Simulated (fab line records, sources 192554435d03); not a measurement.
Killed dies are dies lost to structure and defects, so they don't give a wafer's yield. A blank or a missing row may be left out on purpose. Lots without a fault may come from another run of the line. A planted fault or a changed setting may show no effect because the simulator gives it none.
A struck lot beside a sound one | flow n5_finfet | 37 steps out of a route of 1938
Sound: wafers L146.2, L146.3, L146.6. Struck: wafers L137.2, L137.3, L137.4. The cause comes at the end.
At each step with rows: each side's tool, then ch and its chambers, then its first start. Under that, the readings that differ: sound wafers | struck wafers | difference of the means | sigmas: that difference in standard deviations of wafers without a fault.
alike: readings whose means differ by less than 2 such deviations, and words and numbers that are the same on both sides. not compared: withheld readings, readings that some wafer has no value for, bounds like >300 that may hide the same value, and numbers for which the record gives no deviation and whose values overlap.
The two part at a step that has a row with sigmas, a row that says differs or no value, or rows on one side only. Numbers that don't overlap but have no deviation are shown without sigmas and don't part them. A reading that every wafer of one side lacks parts them only if that side has two wafers or more.

first, 10 steps without rows for these wafers: N5_HKMG_FIN_STRIP_69 (strips in N2/H2, time 360 s); N5_HKMG_FIN_ALD_21 (deposits TiN, target thk 1.5 nm, pulse time 1 s, purge time 3 s); N5_HKMG_FIN_ALD_72 (deposits W, target thk 2 nm, pulse time 1 s, purge time 2 s); N5_HKMG_FIN_W_FILL_22 (material W, target thk 60 nm, time 18.2 s); N5_HKMG_FIN_PRECLEAN_83 (cleans in DIW, time 57.5 s); N5_HKMG_FIN_SRD_84 (dry time 32 s); N5_HKMG_FIN_CMP_23 (polishes, stops on SiNx, t overpolish 10 s, target thk 46.326 nm); N5_HKMG_FIN_CMP_94 (polishes, stops on SiNx, t overpolish 4.7 s, target thk 43.299 nm); N5_GATE_CUT_ETCHBACK_00 (etches W in SF6/Cl2); N5_GATE_CUT_ETCH_56 (etches TiN in Cl2/Ar, target depth 21.6 nm).
N5_GATE_CUT_ETCHBACK_30: etches TiN in Cl2/Ar, target depth 3 nm.
  sound on rie_metal-02 ch 0,1, day 9 06:40; struck on rie_metal-01 ch 0,1, day 7 01:13
  alike: bias_w, chamber_pressure_mTorr, drypump_motor_current_A, oes_product_au, throttle_valve_pct
  not compared: rf_hours_counter_h
then, 25 steps without rows for these wafers: N5_GATE_CUT_VAPOR_ETCH_60 (etches HfO2 in BCl3/Cl2); N5_GATE_CUT_ETCH_58 (etches SiNx in CH3F/O2, target depth 17 nm, time 128.6 s); N5_GATE_CUT_STRIP_59 (strips in N2/H2, time 20 s); N5_GATE_CUT_PRECLEAN_31 (cleans in DIW, time 300 s); N5_GATE_CUT_SRD_32 (time 30 s); N5_GATE_CUT_SAC_CAP_01 (material SiNx, target thk 24 nm, pulse time 1 s, ald cycles 480); N5_GATE_CUT_PECVD_57 (deposits SiNx from SiH4/NH3/N2, target thk 21 nm); N5_GATE_CUT_CMP_02 (polishes, stops on SiO2, t overpolish 12.7 s, target thk 0 nm); N5_GATE_CUT_HM_DEP_46 (deposits SiO2 from TEOS/O2, target thk 130 nm, time 26.6 s); N5_GATE_CUT_COAT_34 (time 60 s, resist thk 60 nm); N5_GATE_CUT_COAT_35 (time 60 s, resist thk 10 nm); N5_GATE_CUT_COAT_27 (time 60 s, resist thk 10 nm); N5_GATE_CUT_COAT_07 (resist thk 30 nm); N5_GATE_CUT_EBR_09; N5_GATE_CUT_SOFTBAKE_08 (time 60 s); N5_GATE_CUT_EXPOSE_10 (exposes mask GATE CUT, target cd 20 nm); N5_GATE_CUT_PEB_11 (peb time 60 s); N5_GATE_CUT_DEVELOP_12 (develop time 30 s); N5_GATE_CUT_DESCUM_18 (chemistry O2, time 7 s); N5_GATE_CUT_ETCH_28 (etches underlayer in N2/H2, target depth 13 nm, time 10.4 s); N5_GATE_CUT_ETCH_36 (etches SiARC in CF4, target depth 13 nm, time 21.7 s); N5_GATE_CUT_ETCH_37 (etches SOC in N2/H2, target depth 60 nm, overetch 12 nm, time 90 s); N5_GATE_CUT_STRIP_38 (strips in N2/H2); N5_GATE_CUT_STRIP_39 (strips in N2/H2); N5_GATE_CUT_HM_OPEN_40 (chemistry C4F6/O2, target SiO2, target depth 139 nm, time 85.1 s).
-- the record jumps here: 8 days lie between the struck wafers' starts before and after (it left off in module GATE_CUT and takes up again in module PASSIVATION, whose first step shown is number 1936 of the route) --
N5_PASSIVATION_PROBE_49:
  sound on prober-02, day 18 10:42; struck on prober-02, day 15 01:08
  reading                  | sound          | struck         | difference | sigmas
  defect_limited_yield (%) | 89.3 90.3 89.2 | 79.2 86.9 78.9 | -7.9       | -6
  killed_at_M4_up          | 23 29 28       | 15 11 15       | -13        | -2
  killed_at_front_end      | 55 33 48       | 176 85 185     | +103       | +10
  killed_dies              | 126 115 128    | 245 154 249    | +93        | +6
  sort_bin_5_function (%)  | 6.1 5.8 6.7    | 12.9 8.1 12.1  | +4.8       | +6
  sort_n_pass              | 1054 1065 1052 | 935 1026 931   | -93        | -6
  sort_yield_pct (%)       | 89.3 90.3 89.2 | 79.2 86.9 78.9 | -7.9       | -6
  alike: killed_at_M0_to_M3, killed_at_contacts, killed_at_other, killed_on_rim, killed_open, killed_short, sort_bin_6_memory

WHERE THEY PART
Only at N5_PASSIVATION_PROBE_49, within this record.

WHY: what the simulator had put in
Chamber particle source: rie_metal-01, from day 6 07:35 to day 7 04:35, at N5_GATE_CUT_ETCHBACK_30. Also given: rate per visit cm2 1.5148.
